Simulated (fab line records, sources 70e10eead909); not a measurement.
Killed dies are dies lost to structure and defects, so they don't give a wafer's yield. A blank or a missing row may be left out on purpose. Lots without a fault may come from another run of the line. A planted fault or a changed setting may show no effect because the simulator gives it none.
fab line records | flow nand_harc | part 1 of 2: steps 1 to 24 of 30
record lots=5 wafers=15 last_day=23
route steps=1159 shown A_ONON_D1@444 A_CHANNEL_HOLE_D1@450
lots that met no fault: from a run of the same line without faults
start_h: hours from the record's first day to the start of the lot's first wafer shown | wait_h: hours since the lot's step before | " the same as in the row above | L1.1+2: a row that stands for several wafers | - no value, or no start given | * or withheld: withheld | < > ~ a bound
route shown NAME@n: a module of which the file shows steps, and the number in the route of the first | usual: mean/standard deviation of fault-free wafers | same: alike in all rows | chamber/n: place in a boat | sites: the reading at each site | _std_site: their standard deviation | _edge_site: outer sites' mean less inner sites' | radius_mm: how far each site lies from the wafer's centre | mask NAME#n: copy n | behind: the tool/chamber that last shaped the wafer | hold: why the lot was held/for how many hours/how that ended | device: the transistor (n, p or np) that didn't switch | end of line: the same wafers' tests at the end of the route | a step without rows: its recipe alone | killed: dies lost to structure and defects at the first sort, not the wafer's yield | map: a wafer's dies, x killed, . not, _ none there
set.NAME: the setting as run; set.NAME@STEP: as run at that earlier step | model.NAME: the simulator's own value behind a step, which no gauge read
lots at some steps of the route; a table a step, a row a wafer
services: from which hour (start_h, from the record's first day; less than 0 if before it) a tool's chamber was out of use, for how many hours, and why
## steps
# step NHARC_A_ONON_D1_DEP_28
# recipe target_thk_a=10000 n2_flow_sccm=2750 n2o_flow_sccm=2000 nh3_flow_sccm=500 sih4_flow_sccm=210 temp_c=400
# columns lot.wafer tool chamber start_h wait_h
L079.1+4+5 pecvd_onon-04 0 198.58 0.1
L081.3+4+5 pecvd_onon-03 0 208.34 0.2
L086.1+4+6 pecvd_onon-03 0 246.66 0.1
L088.1+3+6 pecvd_onon-03 0 263.44 0.1
L089.1+4+6 pecvd_onon-02 0 263.46 0.1
# step NHARC_A_ONON_D1_THK_MEAS_30
# recipe thk_meas_gauge=ellipsometry
# usual thk_nm=996/8.1
# columns lot.wafer tool chamber start_h wait_h thk_nm
L079.1 film_metro-01 - 199.11 - 997
L079.4 " - " " 997
L079.5 " - " " 996
L081.3 film_metro-02 - 208.73 - 1006
L081.4 " - " " 1005
L081.5 " - " " 1006
L086.1 film_metro-02 - 247.17 - 995
L086.4 " - " " 994
L086.6 " - " " 995
L088.1 film_metro-01 - 263.94 - 995
L088.3 " - " " 996
L088.6 " - " " 996
L089.1 film_metro-02 - 263.98 - 1004
L089.4 " - " " 1006
L089.6 " - " " 1004
# step NHARC_A_ONON_D1_DEP_33
# recipe target_thk_a=2000 temp_c=400 pressure_torr=6.5 rf_w=900 teos_flow_sccm=161.4 flow_sccm=2650 target_thk_nm=200 gas=O2 material=SiO2
# usual heater_power_w=586/48 throttle_valve_pct=16.1/0.56
# columns lot.wafer tool chamber start_h wait_h heater_power_w throttle_valve_pct
L079.1 pecvd-03 0 199.26 0.1 585 15.6
L079.4 " 2 " " 557 15.7
L079.5 " 0 " " 598 16.0
L081.3 pecvd-03 1 208.79 0.1 586 15.9
L081.4 " 1 " " 623 16.1
L081.5 " 0 " " 564 16.4
L086.1 pecvd-02 2 247.29 0.1 633 15.0
L086.4 " 1 " " 662 15.9
L086.6 " 0 " " 548 17.2
L088.3 pecvd-04 2 264.00 0.1 645 16.4
L088.1 " 1 " " 576 16.8
L088.6 " 2 " " 684 16.1
L089.1 pecvd-03 1 264.12 0.1 629 16.1
L089.6 " 0 " " 604 16.2
L089.4 " 1 " " 646 16.1
# step NHARC_A_ONON_D1_THK_MEAS_34
# recipe thk_meas_gauge=ellipsometry
# usual thk_nm=200.2/2.6
# columns lot.wafer tool chamber start_h wait_h thk_nm
L079.1 film_metro-01 - 199.59 - 200.0
L079.4 " - " " 204.0
L079.5 " - " " 205.3
L081.3 film_metro-02 - 209.20 - 199.1
L081.4 " - " " 198.5
L081.5 " - " " 198.6
L086.1 film_metro-01 - 247.66 - 200.2
L086.4 " - " " 206.6
L086.6 " - " " 202.3
L088.1 film_metro-02 - 264.41 - 195.6
L088.3 " - " " 199.9
L088.6 " - " " 202.1
L089.1 film_metro-02 - 264.44 - 200.4
L089.4 " - " " 203.1
L089.6 " - " " 201.1
# step NHARC_A_ONON_D1_INSPECT_32
# usual raw_defect_count=74/27
# columns lot.wafer tool chamber start_h wait_h raw_defect_count
L079.1 defect_inspect-01 - 199.67 0.0 45
L079.4 " - " " 30
L079.5 " - " " 57
L081.3 defect_inspect-01 - 209.26 0.0 70
L081.4 " - " " 46
L081.5 " - " " 71
L086.1 defect_inspect-02 - 247.76 0.1 79
L086.4 " - " " 122
L086.6 " - " " 108
L088.1 defect_inspect-01 - 264.50 0.0 44
L088.3 " - " " 54
L088.6 " - " " 52
L089.1 defect_inspect-02 - 264.51 0.0 105
L089.4 " - " " 63
L089.6 " - " " 47
# step NHARC_A_CHANNEL_HOLE_D1_DEP_00
# recipe target_thk_a=31000 temp_c=400 material=aC
# usual throttle_valve_pct=35.001/0.009
# columns lot.wafer tool chamber start_h wait_h throttle_valve_pct
L079.1 acl_dep-02 0 199.74 0.1 34.993
L079.4 " 0 " " 34.988
L079.5 " 0 " " 34.989
L081.3 acl_dep-03 0 210.87 1.6 35.008
L081.4 " 0 " " 35.012
L081.5 " 0 " " 34.991
L086.1 acl_dep-02 0 248.49 0.7 35.001
L086.4 " 0 " " 35.011
L086.6 " 0 " " 34.977
L089.1 acl_dep-03 0 265.05 0.5 34.995
L089.4 " 0 " " 35.008
L089.6 " 0 " " 34.987
L088.1 acl_dep-01 0 265.56 1.1 35.000
L088.3 " 0 " " 34.981
L088.6 " 0 " " 35.019
# step NHARC_A_CHANNEL_HOLE_D1_DEP_01
# recipe target_thk_a=1400 target_thk_nm=140 temp_c=400 pressure_torr=3.5 flow_sccm=200 rf_w=350 material=SiON
# usual heater_power_w=774/62
# columns lot.wafer tool chamber start_h wait_h heater_power_w
L079.1 pecvd-02 1 201.67 1.6 864
L079.5 " 0 " " 667
L079.4 " 1 " " 906
L081.3 pecvd-02 1 212.17 1.0 823
L081.4 " 0 " " 796
L081.5 " 1 " " 844
L086.1 pecvd-01 1 250.49 1.7 760
L086.4 " 0 " " 761
L086.6 " 1 " " 751
L089.1 pecvd-04 2 267.08 1.7 885
L089.6 " 0 " " 725
L089.4 " 2 " " 712
L088.3 pecvd-01 1 267.48 1.0 789
L088.1 " 2 " " 661
L088.6 " 2 " " 662
# step NHARC_A_CHANNEL_HOLE_D1_DEHYDRATE_02
# recipe temp_c=150 time_s=120
# same time_s=120
# columns lot.wafer tool chamber start_h wait_h
L079.1+4+5 litho_track-04 0 201.91 0.2
L081.3+4+5 litho_track-01 0 212.42 0.2
L086.1+4+6 litho_track-04 0 250.70 0.2
L089.1+4+6 litho_track-06 0 267.30 0.2
L088.1+3+6 litho_track-01 0 267.75 0.2
# step NHARC_A_CHANNEL_HOLE_D1_HMDS_03
# recipe time_s=30
# same time_s=30
# columns lot.wafer tool chamber start_h wait_h
L079.1+4+5 litho_track-04 0 - -
L081.3+4+5 litho_track-01 0 - -
L086.1+4+6 litho_track-04 0 - -
L089.1+4+6 litho_track-06 0 - -
L088.1+3+6 litho_track-01 0 - -
# step NHARC_A_CHANNEL_HOLE_D1_COAT_36
# recipe temp_c=260 time_s=75
# same time_s=75
# columns lot.wafer tool chamber start_h wait_h
L079.1+4+5 litho_track-04 0 - -
L081.3+4+5 litho_track-01 0 - -
L086.1+4+6 litho_track-04 0 - -
L089.1+4+6 litho_track-06 0 - -
L088.1+3+6 litho_track-01 0 - -
# step NHARC_A_CHANNEL_HOLE_D1_COAT_37
# recipe temp_c=225 time_s=65
# same time_s=65
# columns lot.wafer tool chamber start_h wait_h
L079.1+4+5 litho_track-04 0 - -
L081.3+4+5 litho_track-01 0 - -
L086.1+4+6 litho_track-04 0 - -
L089.1+4+6 litho_track-06 0 - -
L088.1+3+6 litho_track-01 0 - -
# step NHARC_A_CHANNEL_HOLE_D1_COAT_04
# recipe spin_rpm=1500 resist_thk_nm=90
# columns lot.wafer tool chamber start_h wait_h
L079.1+4+5 litho_track-04 0 - -
L081.3+4+5 litho_track-01 0 - -
L086.1+4+6 litho_track-04 0 - -
L089.1+4+6 litho_track-06 0 - -
L088.1+3+6 litho_track-01 0 - -
# step NHARC_A_CHANNEL_HOLE_D1_SOFTBAKE_05
# recipe temp_c=105 time_s=55
# same time_s=55
# columns lot.wafer tool chamber start_h wait_h
L079.1+4+5 litho_track-04 0 - -
L081.3+4+5 litho_track-01 0 - -
L086.1+4+6 litho_track-04 0 - -
L089.1+4+6 litho_track-06 0 - -
L088.1+3+6 litho_track-01 0 - -
# step NHARC_A_CHANNEL_HOLE_D1_EBR_06
# columns lot.wafer tool chamber start_h wait_h
L079.1+4+5 litho_track-04 0 - -
L081.3+4+5 litho_track-01 0 - -
L086.1+4+6 litho_track-04 0 - -
L089.1+4+6 litho_track-06 0 - -
L088.1+3+6 litho_track-01 0 - -
# step NHARC_A_CHANNEL_HOLE_D1_EXPOSE_07
# recipe na=1.35 target_cd_nm=100 sigma_outer=0.3 dose_mj=59.65 mask_id=HOLE_D1
# usual stage_vel_mm_s=499.97/0.25
# same sigma_outer=0.3
# columns lot.wafer tool chamber start_h wait_h mask stage_vel_mm_s
L079.1 arfi_scanner-03 0 202.22 - HOLE_D1#0 500.44
L079.4 " 0 " " HOLE_D1#0 500.30
L079.5 " 0 " " HOLE_D1#0 500.48
L081.3 arfi_scanner-01 0 212.73 - HOLE_D1#0 499.85
L081.4 " 0 " " HOLE_D1#0 500.16
L081.5 " 0 " " HOLE_D1#0 500.10
L086.1 arfi_scanner-03 0 251.01 - HOLE_D1#0 499.95
L086.4 " 0 " " HOLE_D1#0 499.33
L086.6 " 0 " " HOLE_D1#0 500.17
L089.1 arfi_scanner-01 0 267.48 - HOLE_D1#0 499.67
L089.4 " 0 " " HOLE_D1#0 500.17
L089.6 " 0 " " HOLE_D1#0 500.24
L088.1 arfi_scanner-02 0 268.06 - HOLE_D1#0 499.72
L088.3 " 0 " " HOLE_D1#0 499.76
L088.6 " 0 " " HOLE_D1#0 499.72
# step NHARC_A_CHANNEL_HOLE_D1_PEB_08
# recipe peb_temp_c=100 peb_time_s=65
# columns lot.wafer tool chamber start_h wait_h
L079.1+4+5 litho_track-01 0 202.28 0.1
L081.3+4+5 litho_track-06 0 212.79 0.0
L086.1+4+6 litho_track-06 0 251.07 0.1
L089.1+4+6 litho_track-04 0 267.54 0.1
L088.1+3+6 litho_track-06 0 268.12 0.1
# step NHARC_A_CHANNEL_HOLE_D1_DEVELOP_09
# recipe develop_time_s=35 dev_temp_c=23
# columns lot.wafer tool chamber start_h wait_h
L079.1+4+5 litho_track-01 0 - -
L081.3+4+5 litho_track-06 0 - -
L086.1+4+6 litho_track-06 0 - -
L089.1+4+6 litho_track-04 0 - -
L088.1+3+6 litho_track-06 0 - -
# step NHARC_A_CHANNEL_HOLE_D1_CD_MEAS_10
# recipe target_cd_nm=100 landing_energy_ev=500
# usual cd_nm=100.0/0.4
# columns lot.wafer tool chamber start_h wait_h cd_nm
L079.1 cd_sem-03 0 202.36 - 100.2
L079.4 " 0 " " 99.7
L079.5 " 0 " " 99.8
L081.3 cd_sem-02 0 212.87 - 100.7
L081.4 " 0 " " 100.2
L081.5 " 0 " " 100.3
L086.1 cd_sem-02 0 251.15 - 99.3
L086.4 " 0 " " 99.8
L086.6 " 0 " " 99.5
L089.1 cd_sem-02 0 267.62 - 100.5
L089.4 " 0 " " 100.6
L089.6 " 0 " " 100.6
L088.1 cd_sem-02 0 268.21 - 100.3
L088.3 " 0 " " 100.5
L088.6 " 0 " " 99.9
# step NHARC_A_CHANNEL_HOLE_D1_OVL_MEAS_11
# usual overlay_x_nm=0.3/0.83 overlay_y_nm=-0.1/0.95
# columns lot.wafer tool chamber start_h wait_h overlay_x_nm overlay_y_nm
L079.1 overlay-01 - 202.45 - -0.4 2.0
L079.4 " - " " -0.5 1.6
L079.5 " - " " -1.3 1.9
L081.3 overlay-01 - 212.95 - 1.5 0.1
L081.4 " - " " 1.0 0.3
L081.5 " - " " 1.4 -0.2
L086.1 overlay-01 - 251.24 - 1.8 -0.5
L086.4 " - " " 1.6 0.0
L086.6 " - " " 2.0 -0.2
L089.1 overlay-02 - 267.71 - 0.2 -0.3
L089.4 " - " " -0.3 -0.5
L089.6 " - " " -0.9 -0.8
L088.1 overlay-01 - 268.30 - 0.4 1.6
L088.3 " - " " -0.2 1.3
L088.6 " - " " 0.2 1.6
# step NHARC_A_CHANNEL_HOLE_D1_INSPECT_12
# usual raw_defect_count=5.8/2.7
# columns lot.wafer tool chamber start_h wait_h raw_defect_count
L079.1 defect_inspect-02 - 202.49 0.0 5
L079.4 " - " " 3
L079.5 " - " " 3
L081.3 defect_inspect-01 - 212.99 0.0 5
L081.4 " - " " 0
L081.5 " - " " 3
L086.1 defect_inspect-01 - 251.28 0.0 7
L086.4 " - " " 8
L086.6 " - " " 5
L089.1 defect_inspect-02 - 267.75 0.0 7
L089.4 " - " " 7
L089.6 " - " " 4
L088.1 defect_inspect-02 - 268.33 0.0 3
L088.3 " - " " 6
L088.6 " - " " 4
# step NHARC_A_CHANNEL_HOLE_D1_DESCUM_15
# recipe time_s=3 o2_flow_sccm=200 ar_flow_sccm=0 bias_power_w=0 chemistry=O2
# usual drypump_motor_current_A=5.6/0.61 mfc_ar_sccm=0.011/0.012 oes_product_au=1.003/0.0084 rf_vpp_V=57.9/0.84 showerhead_plenum_p_Torr=1.94/0.063 throttle_valve_pct=11.311/0.0093
# same bias_power_w=0 time_s=3
# columns lot.wafer tool chamber start_h wait_h drypump_motor_current_A mfc_ar_sccm oes_product_au rf_hours_counter_h rf_vpp_V showerhead_plenum_p_Torr throttle_valve_pct
L079.4 rie_diel-09 2 202.56 0.1 5.4 0 0.996 7 58.4 1.84 11.326
L079.1 " 3 " " 4.7 0 1.010 9 56.6 1.95 11.314
L079.5 " 0 " " 5.1 0.024 1.016 - 58.1 2.04 11.338
L081.3 rie_diel-05 3 213.05 0.1 5.4 0.029 0.998 1 58.5 1.95 11.300
L081.4 " 2 " " 5.6 0 1.006 2 59.0 2.01 11.308
L081.5 " 3 " " 5.4 0.029 1.000 - 57.2 1.95 11.313
L086.4 rie_diel-09 0 251.35 0.1 5.1 0.024 1.006 12 58.1 2.04 11.311
L086.1 " 2 " " 5.4 0 1.004 11 57.1 1.84 11.293
L086.6 " 3 " " 4.7 0 1.011 - 57.6 1.95 11.303
L089.4 rie_diel-09 3 267.81 0.1 4.7 0 0.984 0 58.0 1.95 11.313
L089.1 " 1 " " 5.7 0.029 0.989 0 57.1 1.85 11.300
L089.6 " 3 " " 4.7 0 0.996 - 56.5 1.95 11.307
L088.1 rie_diel-05 2 268.40 0.1 5.6 0 1.008 5 57.5 2.01 11.316
L088.3 " 3 " " 5.4 0.029 1.001 4 59.4 1.95 11.317
L088.6 " 2 " " 5.6 0 1.009 - 57.9 2.01 11.310
# step NHARC_A_CHANNEL_HOLE_D1_ETCH_38
# recipe target_depth_a=390 over_etch_frac=0.3 time_s=65 ion_energy_ev=80 cf4_flow_sccm=150 ar_flow_sccm=0 rf_w=300 bias_w=100 chemistry=CF4
# usual bias_w=100.0/0.31 drypump_motor_current_A=5.6/0.57 mfc_ar_sccm=0.011/0.012 oes_product_au=1.001/0.0078 rf_vpp_V=151.6/1.1 showerhead_plenum_p_Torr=1.79/0.055 throttle_valve_pct=13.284/0.0093
# same time_s=65
# columns lot.wafer tool chamber start_h wait_h bias_w drypump_motor_current_A mfc_ar_sccm oes_product_au rf_hours_counter_h rf_vpp_V showerhead_plenum_p_Torr throttle_valve_pct
L079.1 rie_diel-09 1 202.64 0.1 100.1 5.7 0.029 1.007 8 151.2 1.72 13.286
L079.4 " 3 " " 100.1 4.7 0 1.016 9 151.3 1.80 13.286
L079.5 " 1 " " 99.7 5.8 0.029 1.008 - 149.2 1.72 13.286
L081.3 rie_diel-05 0 213.13 0.1 100.2 6.1 0.022 0.996 2 152.1 1.79 13.270
L081.4 " 1 " " 99.8 6.2 0.001 1.013 2 151.5 1.78 13.273
L081.5 " 1 " " 99.4 6.3 0.001 1.003 - 151.1 1.78 13.281
L086.1 rie_diel-09 1 251.44 0.1 99.7 5.7 0.029 1.006 12 150.2 1.72 13.292
L086.4 " 2 " " 99.5 5.4 0 1.004 11 151.4 1.71 13.251
L086.6 " 0 " " 100.5 5.1 0.024 1.003 - 151.9 1.88 13.285
L089.4 rie_diel-09 1 267.89 0.1 99.8 5.7 0.029 0.999 0 148.9 1.72 13.273
L089.1 " 3 " " 100.1 4.7 0 0.991 0 151.6 1.80 13.282
L089.6 " 1 " " 100.1 5.8 0.029 1.005 - 150.9 1.72 13.279
L088.1 rie_diel-05 3 268.49 0.1 100.3 5.4 0.029 1.000 4 151.8 1.80 13.277
L088.3 " 0 " " 99.7 6.1 0.022 1.008 6 151.0 1.79 13.307
L088.6 " 3 " " 99.9 5.4 0.029 0.999 - 150.8 1.80 13.279
# step NHARC_A_CHANNEL_HOLE_D1_ETCH_39
# recipe target_depth_a=2600 over_etch_frac=0.3 time_s=325 ion_energy_ev=200 n2_flow_sccm=150 h2_flow_sccm=150 ar_flow_sccm=0 rf_w=400 bias_w=150 chemistry=N2/H2
# usual bias_w=150.0/0.46 drypump_motor_current_A=5.6/0.59 mfc_ar_sccm=0.011/0.012 oes_product_au=1.001/0.0079 rf_vpp_V=431.3/2 showerhead_plenum_p_Torr=2.06/0.072 throttle_valve_pct=14.172/0.0086
# same time_s=325
# columns lot.wafer tool chamber start_h wait_h bias_w drypump_motor_current_A mfc_ar_sccm oes_product_au rf_hours_counter_h rf_vpp_V showerhead_plenum_p_Torr throttle_valve_pct
L079.4 rie_diel-09 3 - - 150.6 4.7 0 1.018 9 431.7 2.08 14.174
L079.1 " 0 " " 149.6 5.1 0.024 1.012 8 432.2 2.18 14.180
L079.5 " 1 " " 150.5 5.8 0.029 1.010 - 428.7 1.97 14.170
L081.4 rie_diel-05 0 - - 149.1 6.0 0.022 1.007 2 430.4 2.06 14.181
L081.3 " 1 " " 150.0 6.2 0.001 1.001 2 432.9 2.06 14.176
L081.5 " 3 " " 150.4 5.4 0.029 0.998 - 431.0 2.08 14.169
L086.1 rie_diel-09 2 - - 149.7 5.4 0 1.009 11 428.6 1.96 14.169
L086.4 " 0 " " 149.1 5.1 0.024 1.009 12 434.5 2.18 14.173
L086.6 " 3 " " 149.4 4.7 0 1.006 - 432.0 2.08 14.180
L089.4 rie_diel-09 1 - - 150.2 5.8 0.029 0.992 0 429.0 1.97 14.181
L089.1 " 2 " " 149.1 5.4 0 0.983 0 427.2 1.96 14.169
L089.6 " 0 " " 149.1 5.1 0.024 0.999 - 434.0 2.18 14.171
L088.1 rie_diel-05 1 - - 149.8 6.2 0.001 1.007 5 430.5 2.05 14.181
L088.3 " 2 " " 150.1 5.6 0 1.011 5 433.5 2.14 14.164
L088.6 " 0 " " 149.9 6.0 0.022 0.997 - 429.3 2.06 14.178
# step NHARC_A_CHANNEL_HOLE_D1_ETCH_34
# recipe target_depth_a=1540 time_s=77 cf4_flow_sccm=100 chf3_flow_sccm=30 ar_flow_sccm=0 rf_w=500 bias_w=200 chemistry=CF4/CHF3
# usual bias_w=199.9/0.66 drypump_motor_current_A=5.6/0.6 mfc_ar_sccm=0.011/0.012 oes_product_au=0.951/0.023 rf_vpp_V=371.2/1.9 showerhead_plenum_p_Torr=1.59/0.05 throttle_valve_pct=16.803/0.0093
# same time_s=77
# columns lot.wafer tool chamber start_h wait_h bias_w drypump_motor_current_A mfc_ar_sccm oes_product_au rf_hours_counter_h rf_vpp_V showerhead_plenum_p_Torr throttle_valve_pct
L079.1 rie_diel-09 0 - - 199.8 5.1 0.024 0.941 8 373.4 1.67 16.814
L079.4 " 2 " " 199.2 5.4 0 0.926 7 369.8 1.52 16.805
L079.5 " 0 " " 198.9 5.1 0.024 0.936 - 375.2 1.67 16.808
L081.3 rie_diel-05 1 - - 200.3 6.2 0.001 0.968 2 370.3 1.58 16.811
L081.4 " 2 " " 199.7 5.6 0 0.977 2 374.1 1.65 16.802
L081.5 " 1 " " 200.1 6.2 0.001 0.984 - 370.6 1.58 16.807
L086.1 rie_diel-09 3 - - 200.3 4.7 0 0.932 13 371.6 1.60 16.800
L086.4 " 0 " " 199.2 5.1 0.024 0.941 13 373.4 1.67 16.810
L086.6 " 0 " " 199.0 5.1 0.024 0.942 - 375.0 1.67 16.799
L089.4 rie_diel-09 1 - - 200.3 5.8 0.029 0.980 0 369.2 1.53 16.797
L089.1 " 2 " " 200.5 5.4 0 0.975 0 368.4 1.52 16.823
L089.6 " 1 " " 200.4 5.8 0.029 0.980 - 368.8 1.53 16.796
L088.1 rie_diel-05 3 - - 199.6 5.4 0.029 0.984 5 370.5 1.60 16.835
L088.3 " 1 " " 200.7 6.2 0.001 0.972 5 370.3 1.58 16.810
L088.6 " 0 " " 199.5 6.1 0.022 0.981 - 371.9 1.59 16.810
